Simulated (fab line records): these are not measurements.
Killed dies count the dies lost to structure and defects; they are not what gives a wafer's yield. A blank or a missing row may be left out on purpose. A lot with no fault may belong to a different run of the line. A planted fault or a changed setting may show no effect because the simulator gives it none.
Which of the tools did it? -- flow nand-harc -- Sampling: 13 lots, 39 wafers, 5 of 1302 route steps

WHAT THE GAUGES SHOWED, per wafer
NHARC_A_ZERO_WELL_CD_MEAS_10 targets a cd of 2000 nm.
lot,measured,on,cd-nm (nm)
L757,day 6 19:18,cd-sem-01,1998.0 2001.1 2000.7
L759,day 7 22:26,cd-sem-01,1999.2 1999.8 1998.9
L761,day 8 07:45,cd-sem-02,1999.7 2000.9 2002.3
L762,day 8 21:49,cd-sem-03,2001.5 1999.3 1999.5
L769,day 11 16:37,cd-sem-02,1996.7 2000.8 1999.2
L771,day 13 00:42,cd-sem-01,2004.4 2003.7 2001.2
L774,day 14 00:49,cd-sem-02,1999.9 1998.7 1997.1
L775,day 14 10:17,cd-sem-02,1998.8 2000.5 2002.5
L777,day 15 02:55,cd-sem-02,1999.2 1998.8 1998.8
L776,day 15 03:48,cd-sem-02,1999.5 1997.4 1999.5
L778,day 15 23:06,cd-sem-03,1996.2 1995.6 1999.7
L779,day 16 05:39,cd-sem-01,2000.1 2002.1 2000.9
L780,day 16 18:07,cd-sem-01,2000.9 1999.9 2001.0

NHARC_A_SOURCE_PLATE_THK_MEAS_09: measures by ellipsometry.
lot,measured,on,thk-nm (nm)
L757,day 7 02:31,film-metro-02,8.8 9.1 10.7
L759,day 8 06:44,film-metro-01,9.7 9.7 10.4
L761,day 8 16:36,film-metro-01,9.6 7.5 8.9
L762,day 9 09:16,film-metro-01,10.1 9.9 9.6
L769,day 12 01:28,film-metro-02,8.8 10.9 10.4
L771,day 13 10:37,film-metro-02,9.7 11.0 8.9
L774,day 14 07:03,film-metro-02,10.5 9.1 10.7
L775,day 14 19:42,film-metro-01,6.8 9.5 10.6
L777,day 15 13:41,film-metro-01,9.7 11.6 9.5
L776,day 15 13:41,film-metro-02,9.4 8.2 9.7
L778,day 16 07:32,film-metro-02,8.5 9.7 11.4
L779,day 16 15:34,film-metro-01,10.6 10.2 9.7
L780,day 17 02:56,film-metro-01,12.6 8.9 10.8

NHARC_A_ONON_D1_THK_MEAS_34: measures by ellipsometry.
lot,measured,on,thk-nm (nm)
L757,day 8 04:50,film-metro-01,199.5 198.0 198.5
L759,day 9 08:40,film-metro-02,199.3 203.1 202.7
L761,day 9 19:01,film-metro-02,335.3 199.9 202.4
L762,day 10 11:14,film-metro-02,199.2 332.4 199.8
L769,day 13 05:08,film-metro-02,199.1 201.2 200.9
L771,day 14 12:41,film-metro-01,199.3 201.2 202.8
L774,day 15 11:52,film-metro-01,200.2 197.8 202.3
L775,day 15 22:47,film-metro-02,198.0 201.8 200.6
L777,day 16 18:22,film-metro-01,199.8 197.8 199.1
L776,day 16 18:05,film-metro-01,198.6 199.9 201.6
L778,day 17 10:52,film-metro-02,197.3 200.0 200.6
L779,day 17 17:58,film-metro-02,201.8 195.0 200.0
L780,day 18 05:40,film-metro-01,200.7 203.6 208.5

NHARC_A_CHANNEL_HOLE_D1_OVL_MEAS_11.
lot,measured,on,overlay-x-nm (nm),overlay-y-nm (nm)
L757,day 8 07:33,overlay-02,0.1 -0.6 -0.4,1.2 1.3 1.6
L759,day 9 11:31,overlay-02,-0.6 -0.7 -0.4,0.1 0.6 0.0
L761,day 10 00:36,overlay-01,0.9 1.2 1.1,-0.6 -1.2 -1.1
L762,day 10 13:59,overlay-02,0.6 1.0 1.4,1.0 1.1 0.6
L769,day 13 08:04,overlay-01,0.0 -0.1 0.2,0.4 0.5 0.2
L771,day 14 15:34,overlay-02,0.0 0.4 -0.1,0.4 0.5 0.6
L774,day 15 14:44,overlay-02,1.0 0.4 0.3,0.4 -0.4 0.1
L775,day 16 04:38,overlay-01,0.9 0.4 1.2,0.0 -0.6 -0.4
L777,day 16 22:32,overlay-01,-1.2 -2.0 -1.3,1.6 0.9 1.1
L776,day 16 21:59,overlay-01,-0.4 -0.9 -0.9,0.2 -0.4 0.0
L778,day 17 13:44,overlay-02,1.9 1.4 2.0,-0.6 -0.3 -0.5
L779,day 18 00:31,overlay-02,0.6 0.2 0.7,0.0 0.4 0.2
L780,day 18 08:28,overlay-01,-0.1 0.1 -0.5,-0.6 -1.1 -1.0

WHAT TOOL EACH LOT RAN ON (gives the tool, then ch and the chambers of the sampled wafers, and finally the start)
lot,NHARC_A_ONON_D1_DEP_33
L757,"pecvd-01 ch 0,2, day 8 04:25"
L759,"pecvd-02 ch 0,1,2, day 9 08:18"
L761,"pecvd-02 ch 0,1,2, day 9 18:44"
L762,"pecvd-02 ch 0,2, day 10 10:55"
L769,"pecvd-02 ch 0,2, day 13 04:44"
L771,"pecvd-02 ch 0,1,2, day 14 12:16"
L774,"pecvd-02 ch 0,2, day 15 11:26"
L775,"pecvd-01 ch 0,1, day 15 22:23"
L777,"pecvd-02 ch 0,1, day 16 18:02"
L776,"pecvd-02 ch 0,2, day 16 17:40"
L778,"pecvd-02 ch 1,2, day 17 10:30"
L779,"pecvd-04 ch 0,1, day 17 17:32"
L780,"pecvd-04 ch 0,2, day 18 05:19"
- NHARC_A_ONON_D1_DEP_33: deposits SiO2, target thk 200 nm.

WHAT THE TOOLS THEMSELVES READ (means of the sampled wafers that have a number; where no wafer has one, the mark that the record gives instead)
NHARC_A_ONON_D1_DEP_33.
lot,tool,heater-power-w (W),mfc-precursor-sccm (sccm),throttle-valve-pct (%)
L757,pecvd-01,500,161.9,15.8
L759,pecvd-02,575,161.2,16.6
L761,pecvd-02,562,196.1,16.9
L762,pecvd-02,574,197.1,17.6
L769,pecvd-02,617,161.1,16.8
L771,pecvd-02,576,161.5,16.7
L774,pecvd-02,601,160.8,17.2
L775,pecvd-01,596,160.6,16.5
L777,pecvd-02,635,161.4,16.6
L776,pecvd-02,567,161.3,17.0
L778,pecvd-02,567,161.5,16.9
L779,pecvd-04,531,161.3,16.0
L780,pecvd-04,621,161.7,16.7

THE ANSWER, worked out from the rows above alone
Rule: the usual values come from the lots themselves. Put in order of their means at a reading, lots are off if they are a third of the lots or fewer, leave a main group of 4 or more, and stand apart from it by a gap of 3 or more times the standard deviation of the main group's means; of several such gaps the widest counts. The tables above print the reading to a certain number of digits; a main group whose means all agree to those digits is not used. Also off: a lot with no number at a reading for which 4 or more lots have one. All remaining lots with rows at the step are treated as sound. The gauges are gone through in route order, then the tools' own readings, and for those a lot's mean is taken as printed above. At the first step where some lot is off, the reading lying furthest off is the one used; lots without a number count as furthest.
Off at NHARC_A_ONON_D1_THK_MEAS_34 (thk-nm): L761, L762. Main group: mean 200.3 nm, sd 1.5.
A tool fits if, at a process step before that reading, it ran every lot that is off, and no sound lot after the first of them. The gauges at NHARC_A_ONON_D1_THK_MEAS_34 aren't tried: what is off there is off at NHARC_A_ONON_D1_DEP_33 too, on other tools, and a gauge's error can't cause that. No candidate that was tried fits.

WHAT THE SIMULATOR PUT IN
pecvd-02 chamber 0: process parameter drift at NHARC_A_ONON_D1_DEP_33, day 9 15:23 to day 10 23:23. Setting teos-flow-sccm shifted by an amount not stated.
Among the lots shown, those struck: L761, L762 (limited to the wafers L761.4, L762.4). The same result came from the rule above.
